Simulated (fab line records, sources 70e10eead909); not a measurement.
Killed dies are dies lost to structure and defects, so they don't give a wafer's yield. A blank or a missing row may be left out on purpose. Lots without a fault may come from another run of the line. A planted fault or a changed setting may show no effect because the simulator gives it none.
Which tool did it? | flow nand_harc | 24 lots, 72 wafers sampled, at 6 steps of a route of 1302

WHAT THE GAUGES READ, wafer by wafer
NHARC_A_CONTACT_CD_MEAS_15.
lot  | measured     | on        | cd_nm (nm)
L074 | day 22 18:53 | cd_sem-02 | 188.7 189.2 189.3
L076 | day 22 19:01 | cd_sem-02 | 191.2 190.6 190.9
L075 | day 22 23:28 | cd_sem-03 | 190.3 190.0 190.2
L077 | day 23 13:13 | cd_sem-03 | 191.5 191.0 190.4
L078 | day 23 19:15 | cd_sem-01 | 189.9 190.3 189.7
L080 | day 24 19:44 | cd_sem-01 | 190.6 191.7 190.5
L079 | day 24 20:23 | cd_sem-01 | 189.7 190.1 190.0
L083 | day 25 23:38 | cd_sem-03 | 190.3 191.0 190.7
L081 | day 26 17:39 | cd_sem-03 | 190.0 190.0 190.6
L082 | day 27 00:27 | cd_sem-02 | 189.5 189.7 189.8
L085 | day 27 02:49 | cd_sem-03 | 189.7 189.5 190.1
L084 | day 27 04:22 | cd_sem-01 | 190.0 189.4 190.0
L087 | day 27 20:14 | cd_sem-02 | 190.6 191.7 190.9
L086 | day 27 23:38 | cd_sem-02 | 188.9 189.3 189.3
L088 | day 28 23:03 | cd_sem-01 | 188.8 189.2 189.4
L089 | day 29 10:28 | cd_sem-01 | 188.8 189.0 189.0
L090 | day 29 12:49 | cd_sem-01 | 190.2 189.4 190.0
L091 | day 30 02:38 | cd_sem-02 | 189.8 189.7 189.1
L092 | day 30 03:22 | cd_sem-02 | 189.5 190.4 190.1
L093 | day 30 09:12 | cd_sem-02 | 189.6 189.5 189.3
L095 | day 31 01:48 | cd_sem-01 | 189.5 189.9 189.8
L094 | day 31 02:05 | cd_sem-01 | 188.8 189.7 189.5
L096 | day 31 19:05 | cd_sem-01 | 189.4 189.5 189.4
L097 | day 31 23:05 | cd_sem-03 | 190.2 190.0 189.3

WHICH TOOL RAN EACH LOT (tool, then ch and the chambers of the sampled wafers, then the start)
lot  | NHARC_A_CONTACT_ETCH_125             | NHARC_A_CONTACT_ETCH_129             | NHARC_A_CONTACT_ETCH_132             | NHARC_A_CONTACT_ETCH_89                       | NHARC_A_CONTACT_ETCH_134
L074 | har_cap_etch-03 ch 0,1, day 22 07:11 | har_cap_etch-03 ch 0,1, day 22 07:54 | har_cap_etch-03 ch 0,1, day 22 08:26 | rie_diel-13 ch 0,1,2, day 22 14:29 or earlier | har_cap_etch-02 ch 0,1, day 22 14:29
L076 | har_cap_etch-02 ch 0, day 22 08:40   | har_cap_etch-02 ch 0, day 22 09:22   | har_cap_etch-02 ch 0, day 22 09:54   | rie_diel-13 ch 1,3, day 22 15:49 or earlier   | har_cap_etch-03 ch 0, day 22 15:49
L075 | har_cap_etch-03 ch 0,1, day 22 10:32 | har_cap_etch-03 ch 0,1, day 22 11:15 | har_cap_etch-03 ch 0,1, day 22 11:47 | rie_diel-11 ch 1,2, day 22 21:22 or earlier   | har_cap_etch-01 ch 0,1, day 22 21:22
L077 | har_cap_etch-03 ch 0,1, day 23 03:53 | har_cap_etch-03 ch 0,1, day 23 04:36 | har_cap_etch-03 ch 0,1, day 23 05:08 | rie_diel-08 ch 0,2,3, day 23 11:10 or earlier | har_cap_etch-02 ch 0,1, day 23 11:10
L078 | har_cap_etch-01 ch 0,1, day 23 08:22 | har_cap_etch-01 ch 0,1, day 23 09:18 | har_cap_etch-01 ch 0,1, day 23 09:50 | rie_diel-13 ch 0,2, day 23 17:11 or earlier   | har_cap_etch-03 ch 0,1, day 23 17:11
L080 | har_cap_etch-03 ch 0,1, day 24 10:34 | har_cap_etch-03 ch 0,1, day 24 11:16 | har_cap_etch-03 ch 0,1, day 24 11:49 | rie_diel-13 ch 0,1,3, day 24 17:46 or earlier | har_cap_etch-02 ch 0,1, day 24 17:46
L079 | har_cap_etch-01 ch 0,1, day 24 11:11 | har_cap_etch-01 ch 0,1, day 24 11:53 | har_cap_etch-01 ch 0,1, day 24 12:25 | rie_diel-11 ch 0,1, day 24 18:19 or earlier   | har_cap_etch-03 ch 0,1, day 24 18:19
L083 | har_cap_etch-02 ch 1, day 25 13:59   | har_cap_etch-02 ch 1, day 25 14:41   | har_cap_etch-02 ch 1, day 25 15:13   | rie_diel-11 ch 0,2,3, day 25 21:37 or earlier | har_cap_etch-02 ch 0,1, day 25 21:37
L081 | har_cap_etch-02 ch 0,1, day 26 05:04 | har_cap_etch-02 ch 0,1, day 26 06:01 | har_cap_etch-02 ch 0,1, day 26 06:43 | rie_diel-13 ch 0,3, day 26 15:35 or earlier   | har_cap_etch-02 ch 0,1, day 26 15:35
L082 | har_cap_etch-03 ch 0,1, day 26 08:41 | har_cap_etch-03 ch 0,1, day 26 09:38 | har_cap_etch-03 ch 0,1, day 26 10:20 | rie_diel-13 ch 0,2,3, day 26 22:23 or earlier | har_cap_etch-01 ch 0,1, day 26 22:23
L085 | har_cap_etch-01 ch 0,1, day 26 13:44 | har_cap_etch-01 ch 0,1, day 26 14:26 | har_cap_etch-01 ch 0,1, day 26 14:58 | rie_diel-13 ch 0,2,3, day 27 00:50 or earlier | har_cap_etch-01 ch 0,1, day 27 00:50
L084 | har_cap_etch-03 ch 0,1, day 26 16:52 | har_cap_etch-03 ch 0,1, day 26 17:35 | har_cap_etch-03 ch 0,1, day 26 18:07 | rie_diel-08 ch 1,2, day 27 02:18 or earlier   | har_cap_etch-01 ch 0,1, day 27 02:18
L087 | har_cap_etch-02 ch 0,1, day 27 10:44 | har_cap_etch-02 ch 0,1, day 27 11:27 | har_cap_etch-02 ch 0,1, day 27 11:58 | rie_diel-13 ch 1,2, day 27 18:11 or earlier   | har_cap_etch-03 ch 0,1, day 27 18:11
L086 | har_cap_etch-01 ch 0,1, day 27 13:38 | har_cap_etch-01 ch 0,1, day 27 14:21 | har_cap_etch-01 ch 0,1, day 27 14:52 | rie_diel-13 ch 0,1,3, day 27 21:34 or earlier | har_cap_etch-02 ch 0,1, day 27 21:34
L088 | har_cap_etch-01 ch 0, day 28 12:15   | har_cap_etch-01 ch 0, day 28 12:57   | har_cap_etch-01 ch 0, day 28 13:29   | rie_diel-11 ch 1,2, day 28 20:59 or earlier   | har_cap_etch-01 ch 0, day 28 20:59
L089 | har_cap_etch-03 ch 0,1, day 28 19:59 | har_cap_etch-03 ch 0,1, day 28 20:41 | har_cap_etch-03 ch 0,1, day 28 21:13 | rie_diel-13 ch 0,1,2, day 29 08:26 or earlier | har_cap_etch-02 ch 0, day 29 08:26
L090 | har_cap_etch-02 ch 0,1, day 28 23:15 | har_cap_etch-02 ch 0,1, day 28 23:58 | har_cap_etch-02 ch 0,1, day 29 00:29 | rie_diel-13 ch 0,1,3, day 29 10:46 or earlier | har_cap_etch-03 ch 0,1, day 29 10:46
L091 | har_cap_etch-02 ch 0,1, day 29 16:31 | har_cap_etch-02 ch 0,1, day 29 17:14 | har_cap_etch-02 ch 0,1, day 29 17:46 | rie_diel-11 ch 0,1,2, day 30 00:40 or earlier | har_cap_etch-02 ch 0,1, day 30 00:40
L092 | har_cap_etch-03 ch 0,1, day 29 17:17 | har_cap_etch-03 ch 0,1, day 29 18:00 | har_cap_etch-03 ch 0,1, day 29 18:32 | rie_diel-13 ch 0,1,3, day 30 01:19 or earlier | har_cap_etch-03 ch 0,1, day 30 01:19
L093 | har_cap_etch-01 ch 0,1, day 30 00:09 | har_cap_etch-01 ch 0,1, day 30 00:51 | har_cap_etch-01 ch 0,1, day 30 01:23 | rie_diel-11 ch 2,3, day 30 07:14 or earlier   | har_cap_etch-03 ch 0,1, day 30 07:14
L095 | har_cap_etch-03 ch 0,1, day 30 16:23 | har_cap_etch-03 ch 0,1, day 30 17:06 | har_cap_etch-03 ch 0,1, day 30 17:38 | rie_diel-13 ch 1,2, day 30 23:44 or earlier   | har_cap_etch-03 ch 0,1, day 30 23:44
L094 | har_cap_etch-01 ch 0,1, day 30 16:53 | har_cap_etch-01 ch 0,1, day 30 17:35 | har_cap_etch-01 ch 0,1, day 30 18:07 | rie_diel-11 ch 1,2,3, day 31 00:02 or earlier | har_cap_etch-01 ch 0,1, day 31 00:02
L096 | har_cap_etch-03 ch 0,1, day 31 09:27 | har_cap_etch-03 ch 0,1, day 31 10:09 | har_cap_etch-03 ch 0,1, day 31 10:41 | rie_diel-13 ch 0,2, day 31 17:02 or earlier   | har_cap_etch-02 ch 0,1, day 31 17:02
L097 | har_cap_etch-01 ch 0,1, day 31 12:58 | har_cap_etch-01 ch 0,1, day 31 13:41 | har_cap_etch-01 ch 0,1, day 31 14:13 | rie_diel-13 ch 1,2,3, day 31 21:01 or earlier | har_cap_etch-03 ch 0,1, day 31 21:01
- NHARC_A_CONTACT_ETCH_125: etches the open film in C4F8/O2/Ar, time 197 s, target depth 1918 nm.
- NHARC_A_CONTACT_ETCH_129: etches the open film in C4F8/O2/Ar, time 197 s, target depth 1918 nm.
- NHARC_A_CONTACT_ETCH_132: etches the open film in C4F8/O2/Ar, time 197 s, target depth 1924 nm.
- NHARC_A_CONTACT_ETCH_89: etches the open film in N2/H2, target depth 260 nm, time 475.3 s.
- NHARC_A_CONTACT_ETCH_134: etches the open film in C4F8/O2/Ar, time 140 s, target depth 700 nm.

WHAT THE TOOLS THEMSELVES READ (means of the sampled wafers that have a number; where no wafer has one, the mark that the record gives instead)
NHARC_A_CONTACT_ETCH_89.
lot  | tool        | drypump_motor_current_A (A) | oes_product_au (a.u.) | rf_vpp_V (V) | showerhead_plenum_p_Torr (Torr) | throttle_valve_pct (%)
L074 | rie_diel-13 | 5.5                         | 1.002                 | 428.4        | 1.95                            | 14.171
L076 | rie_diel-13 | 5.3                         | 1.005                 | 429.9        | 2.01                            | 14.175
L075 | rie_diel-11 | 5.5                         | 0.989                 | 428.4        | 1.98                            | 14.159
L077 | rie_diel-08 | 5.9                         | 0.988                 | 429.6        | 1.99                            | 14.163
L078 | rie_diel-13 | 5.9                         | 1.009                 | 426.7        | 1.91                            | 14.159
L080 | rie_diel-13 | 5.3                         | 1.002                 | 428.9        | 1.98                            | 14.175
L079 | rie_diel-11 | 5.9                         | 0.992                 | 430.1        | 1.99                            | 14.165
L083 | rie_diel-11 | 5.4                         | 0.999                 | 429.4        | 2.00                            | 14.169
L081 | rie_diel-13 | 5.3                         | 1.003                 | 428.1        | 1.95                            | 14.163
L082 | rie_diel-13 | 5.6                         | 1.011                 | 427.9        | 1.94                            | 14.168
L085 | rie_diel-13 | 5.6                         | 1.013                 | 427.3        | 1.94                            | 14.169
L084 | rie_diel-08 | 5.8                         | 0.998                 | 429.6        | 2.00                            | 14.167
L087 | rie_diel-13 | 5.5                         | 1.014                 | 429.3        | 1.98                            | 14.163
L086 | rie_diel-13 | 5.3                         | 1.011                 | 428.8        | 1.98                            | 14.172
L088 | rie_diel-11 | 5.6                         | 0.993                 | 429.4        | 1.97                            | 14.161
L089 | rie_diel-13 | 5.6                         | 1.008                 | 428.5        | 1.95                            | 14.159
L090 | rie_diel-13 | 5.3                         | 0.999                 | 429.1        | 1.98                            | 14.176
L091 | rie_diel-11 | 5.7                         | 1.005                 | 428.3        | 1.98                            | 14.166
L092 | rie_diel-13 | 5.3                         | 1.002                 | 428.6        | 1.97                            | 14.170
L093 | rie_diel-11 | 5.2                         | 1.002                 | 429.0        | 1.97                            | 14.173
L095 | rie_diel-13 | 5.9                         | 1.006                 | 427.0        | 1.94                            | 14.165
L094 | rie_diel-11 | 5.4                         | 1.000                 | 429.0        | 1.98                            | 14.175
L096 | rie_diel-13 | 5.5                         | 0.998                 | 426.6        | 1.91                            | 14.172
L097 | rie_diel-13 | 5.6                         | 1.008                 | 427.6        | 1.97                            | 14.174

THE ANSWER, worked out from the rows above alone
Rule: what is usual is taken from the lots themselves. Put in order of their means at a reading, lots are off if they are a third of the lots or fewer, leave a main group of 4 or more, and stand apart from it by a gap of 3 or more times the standard deviation of the main group's means; of several such gaps the widest counts. A main group whose means are all the same, to the digits that the tables above print for the reading, isn't used. A lot without any number at a reading at which 4 lots or more have one is off too. The other lots that the step has rows for count as sound. The gauges are gone through in route order, then the tools' own readings, and for those a lot's mean is taken as printed above. The first step at which some lot is off is used, and at that step the reading that is off furthest; a lot without a number counts as furthest.
No lot is off at any reading shown: from this, nothing can be told.

WHAT THE SIMULATOR HAD PUT IN
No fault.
